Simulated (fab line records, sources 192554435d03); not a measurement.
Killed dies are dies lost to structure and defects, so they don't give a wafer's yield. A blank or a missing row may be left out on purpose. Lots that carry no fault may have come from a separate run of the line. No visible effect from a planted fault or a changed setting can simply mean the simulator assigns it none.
What tool caused it? / flow n5 finfet / Sampling: 11 lots, 33 wafers, 4 of 1938 route steps

## WHAT THE GAUGES SHOWED, per wafer
N5_BEOL_M4_RC_MEAS_101.
lot=L264; measured=day 8 05:33; on=prober-01; DIBL_N (mV/V)=35.3 37.3 34.9; DIBL_P (mV/V)=34.4 37.2 34.2; IOFF_N (nA/um)=0.136 0.170 0.129; IOFF_P (nA/um)=0.177 0.217 0.175; ION_N (uA/um)=671 682 668; ION_P (uA/um)=462 467 461; SS_N (mV/dec)=70.8 71.2 70.1; SS_P (mV/dec)=73.1 74.0 73.2; VT_N (mV)=250.8 248.2 250.4; VT_P (mV)=-251.1 -250.9 -252.8
lot=L265; measured=day 8 10:10; on=prober-02; DIBL_N (mV/V)=36.3 35.5 37.9; DIBL_P (mV/V)=36.9 36.1 38.2; IOFF_N (nA/um)=0.150 0.134 0.171; IOFF_P (nA/um)=0.209 0.194 0.225; ION_N (uA/um)=659 657 669; ION_P (uA/um)=457 452 461; SS_N (mV/dec)=71.7 71.6 72.7; SS_P (mV/dec)=72.9 73.6 74.3; VT_N (mV)=252.3 255.2 250.0; VT_P (mV)=-251.1 -251.2 -252.0
lot=L272; measured=day 9 19:16; on=prober-02; DIBL_N (mV/V)=35.4 36.5 36.2; DIBL_P (mV/V)=35.4 36.8 35.5; IOFF_N (nA/um)=0.140 0.175 0.159; IOFF_P (nA/um)=0.180 0.203 0.186; ION_N (uA/um)=663 685 661; ION_P (uA/um)=451 465 450; SS_N (mV/dec)=70.8 72.0 71.9; SS_P (mV/dec)=73.5 73.5 73.4; VT_N (mV)=252.7 246.5 250.9; VT_P (mV)=-250.7 -250.9 -254.0
lot=L273; measured=day 9 23:08; on=prober-02; DIBL_N (mV/V)=35.7 37.5 35.7; DIBL_P (mV/V)=34.6 36.7 34.4; IOFF_N (nA/um)=0.132 0.153 0.135; IOFF_P (nA/um)=0.177 0.205 0.174; ION_N (uA/um)=668 664 659; ION_P (uA/um)=458 458 456; SS_N (mV/dec)=71.7 71.8 71.9; SS_P (mV/dec)=72.9 73.6 72.6; VT_N (mV)=250.7 251.9 251.5; VT_P (mV)=-251.9 -251.3 -251.5
lot=L274; measured=day 10 18:02; on=prober-01; DIBL_N (mV/V)=36.5 35.9 35.5; DIBL_P (mV/V)=35.9 35.9 35.2; IOFF_N (nA/um)=0.161 0.152 0.155; IOFF_P (nA/um)=0.207 0.208 0.199; ION_N (uA/um)=675 670 674; ION_P (uA/um)=461 465 469; SS_N (mV/dec)=71.6 71.8 71.9; SS_P (mV/dec)=72.9 72.8 72.5; VT_N (mV)=248.3 250.5 249.1; VT_P (mV)=-252.3 -248.5 -248.3
lot=L275; measured=day 10 21:08; on=prober-02; DIBL_N (mV/V)=37.0 37.3 37.2; DIBL_P (mV/V)=37.4 37.7 38.3; IOFF_N (nA/um)=0.161 0.164 0.170; IOFF_P (nA/um)=0.206 0.208 0.222; ION_N (uA/um)=671 668 687; ION_P (uA/um)=460 455 462; SS_N (mV/dec)=71.6 72.2 72.1; SS_P (mV/dec)=73.0 73.4 72.6; VT_N (mV)=253.7 250.5 247.8; VT_P (mV)=-251.2 -253.6 -251.6
lot=L278; measured=day 11 23:32; on=prober-02; DIBL_N (mV/V)=35.6 37.0 36.3; DIBL_P (mV/V)=35.0 35.2 35.1; IOFF_N (nA/um)=0.139 0.150 0.145; IOFF_P (nA/um)=0.220 0.224 0.217; ION_N (uA/um)=666 671 661; ION_P (uA/um)=466 462 462; SS_N (mV/dec)=71.5 71.8 71.1; SS_P (mV/dec)=72.8 73.1 72.9; VT_N (mV)=251.5 250.7 251.4; VT_P (mV)=-247.1 -247.0 -247.4
lot=L281; measured=day 12 07:06; on=prober-01; DIBL_N (mV/V)=37.3 37.6 36.7; DIBL_P (mV/V)=38.0 38.4 36.6; IOFF_N (nA/um)=0.173 0.181 0.157; IOFF_P (nA/um)=0.249 0.255 0.226; ION_N (uA/um)=690 685 674; ION_P (uA/um)=471 480 466; SS_N (mV/dec)=72.1 72.4 72.5; SS_P (mV/dec)=73.8 73.7 72.7; VT_N (mV)=249.4 245.4 247.9; VT_P (mV)=-244.6 -244.6 -248.5
lot=L282; measured=day 12 17:07; on=prober-02; DIBL_N (mV/V)=37.5 35.4 35.9; DIBL_P (mV/V)=35.7 34.3 34.6; IOFF_N (nA/um)=0.148 0.120 0.132; IOFF_P (nA/um)=0.179 0.157 0.162; ION_N (uA/um)=665 667 660; ION_P (uA/um)=448 455 455; SS_N (mV/dec)=71.8 70.2 72.1; SS_P (mV/dec)=73.4 72.9 72.3; VT_N (mV)=251.7 252.6 252.5; VT_P (mV)=-255.2 -255.0 -255.7
lot=L283; measured=day 12 23:17; on=prober-01; DIBL_N (mV/V)=35.8 34.6 35.3; DIBL_P (mV/V)=36.5 35.0 35.7; IOFF_N (nA/um)=0.162 0.136 0.152; IOFF_P (nA/um)=0.227 0.198 0.210; ION_N (uA/um)=680 670 677; ION_P (uA/um)=469 467 468; SS_N (mV/dec)=71.4 71.5 71.4; SS_P (mV/dec)=74.0 72.7 73.7; VT_N (mV)=245.4 251.9 251.6; VT_P (mV)=-247.4 -251.0 -245.4
lot=L286; measured=day 13 18:34; on=prober-02; DIBL_N (mV/V)=36.6 37.6 36.7; DIBL_P (mV/V)=39.0 40.5 38.5; IOFF_N (nA/um)=0.183 0.208 0.187; IOFF_P (nA/um)=0.210 0.230 0.207; ION_N (uA/um)=688 697 686; ION_P (uA/um)=469 462 462; SS_N (mV/dec)=71.7 71.7 72.0; SS_P (mV/dec)=73.4 73.7 73.4; VT_N (mV)=246.7 247.3 246.2; VT_P (mV)=-247.7 -248.8 -249.5

## WHAT TOOL EACH LOT RAN ON (gives the tool, then ch and the chambers of the sampled wafers, and finally the start)
lot=L264; N5_BEOL_M2_SPUTTER_48=pvd sputter-03, day 7 04:56; N5_BEOL_M2_ANNEAL_91=pvd sputter-03, day 7 06:07; N5_BEOL_M2_SPUTTER_92=pvd sputter-03, day 7 06:16
lot=L265; N5_BEOL_M2_SPUTTER_48=pvd sputter-02, day 7 08:20; N5_BEOL_M2_ANNEAL_91=pvd sputter-02, day 7 09:31; N5_BEOL_M2_SPUTTER_92=pvd sputter-02, day 7 09:39
lot=L272; N5_BEOL_M2_SPUTTER_48=pvd sputter-02, day 9 01:39; N5_BEOL_M2_ANNEAL_91=pvd sputter-02, day 9 02:50; N5_BEOL_M2_SPUTTER_92=pvd sputter-02, day 9 02:58
lot=L273; N5_BEOL_M2_SPUTTER_48=pvd sputter-01, day 9 01:56; N5_BEOL_M2_ANNEAL_91=pvd sputter-01, day 9 03:07; N5_BEOL_M2_SPUTTER_92=pvd sputter-01, day 9 03:15
lot=L274; N5_BEOL_M2_SPUTTER_48=pvd sputter-01, day 9 12:28; N5_BEOL_M2_ANNEAL_91=pvd sputter-01, day 9 13:38; N5_BEOL_M2_SPUTTER_92=pvd sputter-01, day 9 13:47
lot=L275; N5_BEOL_M2_SPUTTER_48=pvd sputter-01, day 9 14:32; N5_BEOL_M2_ANNEAL_91=pvd sputter-01, day 9 15:43; N5_BEOL_M2_SPUTTER_92=pvd sputter-01, day 9 15:52
lot=L278; N5_BEOL_M2_SPUTTER_48=pvd sputter-01, day 10 21:50; N5_BEOL_M2_ANNEAL_91=pvd sputter-01, day 10 23:01; N5_BEOL_M2_SPUTTER_92=pvd sputter-01, day 10 23:09
lot=L281; N5_BEOL_M2_SPUTTER_48=pvd sputter-01, day 11 08:41; N5_BEOL_M2_ANNEAL_91=pvd sputter-01, day 11 09:52; N5_BEOL_M2_SPUTTER_92=pvd sputter-01, day 11 10:01
lot=L282; N5_BEOL_M2_SPUTTER_48=pvd sputter-01, day 11 17:07; N5_BEOL_M2_ANNEAL_91=pvd sputter-01, day 11 18:17; N5_BEOL_M2_SPUTTER_92=pvd sputter-01, day 11 18:26
lot=L283; N5_BEOL_M2_SPUTTER_48=pvd sputter-02, day 11 19:37; N5_BEOL_M2_ANNEAL_91=pvd sputter-02, day 11 20:57; N5_BEOL_M2_SPUTTER_92=pvd sputter-02, day 11 21:06
lot=L286; N5_BEOL_M2_SPUTTER_48=pvd sputter-03, day 12 16:23; N5_BEOL_M2_ANNEAL_91=pvd sputter-03, day 12 17:34; N5_BEOL_M2_SPUTTER_92=pvd sputter-03, day 12 17:43
- N5_BEOL_M2_SPUTTER_48: material Cu, target thk 4.5 nm, time 8.29 s.
- N5_BEOL_M2_ANNEAL_91: time 240 s.
- N5_BEOL_M2_SPUTTER_92: material Cu, target thk 4.5 nm, time 8.29 s.

## WHAT THE TOOLS THEMSELVES READ (means of the sampled wafers that have a number; where no wafer has one, the mark that the record gives instead)
N5_BEOL_M2_SPUTTER_48.
lot=L264; tool=pvd sputter-03; chamber pressure pa (Pa)=0.07004; chuck gas flow sccm (sccm)=1.23; throttle valve pct (%)=30.0
lot=L265; tool=pvd sputter-02; chamber pressure pa (Pa)=0.06994; chuck gas flow sccm (sccm)=1.28; throttle valve pct (%)=29.3
lot=L272; tool=pvd sputter-02; chamber pressure pa (Pa)=0.06979; chuck gas flow sccm (sccm)=1.26; throttle valve pct (%)=28.9
lot=L273; tool=pvd sputter-01; chamber pressure pa (Pa)=0.06995; chuck gas flow sccm (sccm)=1.28; throttle valve pct (%)=30.2
lot=L274; tool=pvd sputter-01; chamber pressure pa (Pa)=0.07002; chuck gas flow sccm (sccm)=1.26; throttle valve pct (%)=29.4
lot=L275; tool=pvd sputter-01; chamber pressure pa (Pa)=0.06999; chuck gas flow sccm (sccm)=1.19; throttle valve pct (%)=30.0
lot=L278; tool=pvd sputter-01; chamber pressure pa (Pa)=0.07001; chuck gas flow sccm (sccm)=1.21; throttle valve pct (%)=30.3
lot=L281; tool=pvd sputter-01; chamber pressure pa (Pa)=0.06990; chuck gas flow sccm (sccm)=1.21; throttle valve pct (%)=29.3
lot=L282; tool=pvd sputter-01; chamber pressure pa (Pa)=0.06982; chuck gas flow sccm (sccm)=1.21; throttle valve pct (%)=28.9
lot=L283; tool=pvd sputter-02; chamber pressure pa (Pa)=0.06990; chuck gas flow sccm (sccm)=1.28; throttle valve pct (%)=29.1
lot=L286; tool=pvd sputter-03; chamber pressure pa (Pa)=0.07006; chuck gas flow sccm (sccm)=1.21; throttle valve pct (%)=29.6

N5_BEOL_M2_ANNEAL_91.
lot=L264; tool=pvd sputter-03; heater power w (W)=820
lot=L265; tool=pvd sputter-02; heater power w (W)=902
lot=L272; tool=pvd sputter-02; heater power w (W)=900
lot=L273; tool=pvd sputter-01; heater power w (W)=862
lot=L274; tool=pvd sputter-01; heater power w (W)=826
lot=L275; tool=pvd sputter-01; heater power w (W)=855
lot=L278; tool=pvd sputter-01; heater power w (W)=884
lot=L281; tool=pvd sputter-01; heater power w (W)=819
lot=L282; tool=pvd sputter-01; heater power w (W)=793
lot=L283; tool=pvd sputter-02; heater power w (W)=883
lot=L286; tool=pvd sputter-03; heater power w (W)=873

N5_BEOL_M2_SPUTTER_92.
lot=L264; tool=pvd sputter-03; chamber pressure pa (Pa)=0.06992; chuck gas flow sccm (sccm)=1.30; throttle valve pct (%)=30.1
lot=L265; tool=pvd sputter-02; chamber pressure pa (Pa)=0.07002; chuck gas flow sccm (sccm)=1.29; throttle valve pct (%)=29.0
lot=L272; tool=pvd sputter-02; chamber pressure pa (Pa)=-; chuck gas flow sccm (sccm)=-; throttle valve pct (%)=-
lot=L273; tool=pvd sputter-01; chamber pressure pa (Pa)=-; chuck gas flow sccm (sccm)=-; throttle valve pct (%)=-
lot=L274; tool=pvd sputter-01; chamber pressure pa (Pa)=-; chuck gas flow sccm (sccm)=-; throttle valve pct (%)=-
lot=L275; tool=pvd sputter-01; chamber pressure pa (Pa)=0.06999; chuck gas flow sccm (sccm)=1.26; throttle valve pct (%)=29.9
lot=L278; tool=pvd sputter-01; chamber pressure pa (Pa)=0.07004; chuck gas flow sccm (sccm)=1.24; throttle valve pct (%)=30.3
lot=L281; tool=pvd sputter-01; chamber pressure pa (Pa)=0.06995; chuck gas flow sccm (sccm)=1.23; throttle valve pct (%)=29.3
lot=L282; tool=pvd sputter-01; chamber pressure pa (Pa)=0.07012; chuck gas flow sccm (sccm)=1.26; throttle valve pct (%)=28.9
lot=L283; tool=pvd sputter-02; chamber pressure pa (Pa)=0.07009; chuck gas flow sccm (sccm)=1.31; throttle valve pct (%)=29.0
lot=L286; tool=pvd sputter-03; chamber pressure pa (Pa)=0.07001; chuck gas flow sccm (sccm)=1.28; throttle valve pct (%)=29.6

## THE ANSWER, worked out from the rows above alone
Rule: what is usual is taken from the lots themselves. The widest of any qualifying gaps counts: lots, ordered by their means at a reading, are off when they make up no more than a third of the lots, leave a main group of 4 or more, and stand apart from it by 3 or more times the standard deviation of that group's means. The tables above print the reading to a certain number of digits; a main group whose means all agree to those digits is not used. Also off: a lot with no number at a reading for which 4 or more lots have one. All remaining lots with rows at the step are treated as sound. The gauges are gone through in route order, then the tools' own readings, and for those a lot's mean is taken as printed above. At the first step where some lot is off, the reading lying furthest off is the one used; lots without a number count as furthest.
Off: L272, L273, L274, at N5_BEOL_M2_SPUTTER_92 (chamber pressure pa). Without a number there: L272, L273, L274. The main group has a mean of 0.07002 Pa with a standard deviation of 6.2e-05.
A tool fits if, at that step or a process step before it, it ran every lot that is off, and no sound lot after the first of them. Of those tried, none fits.

## WHAT WAS PUT IN BY THE SIMULATOR
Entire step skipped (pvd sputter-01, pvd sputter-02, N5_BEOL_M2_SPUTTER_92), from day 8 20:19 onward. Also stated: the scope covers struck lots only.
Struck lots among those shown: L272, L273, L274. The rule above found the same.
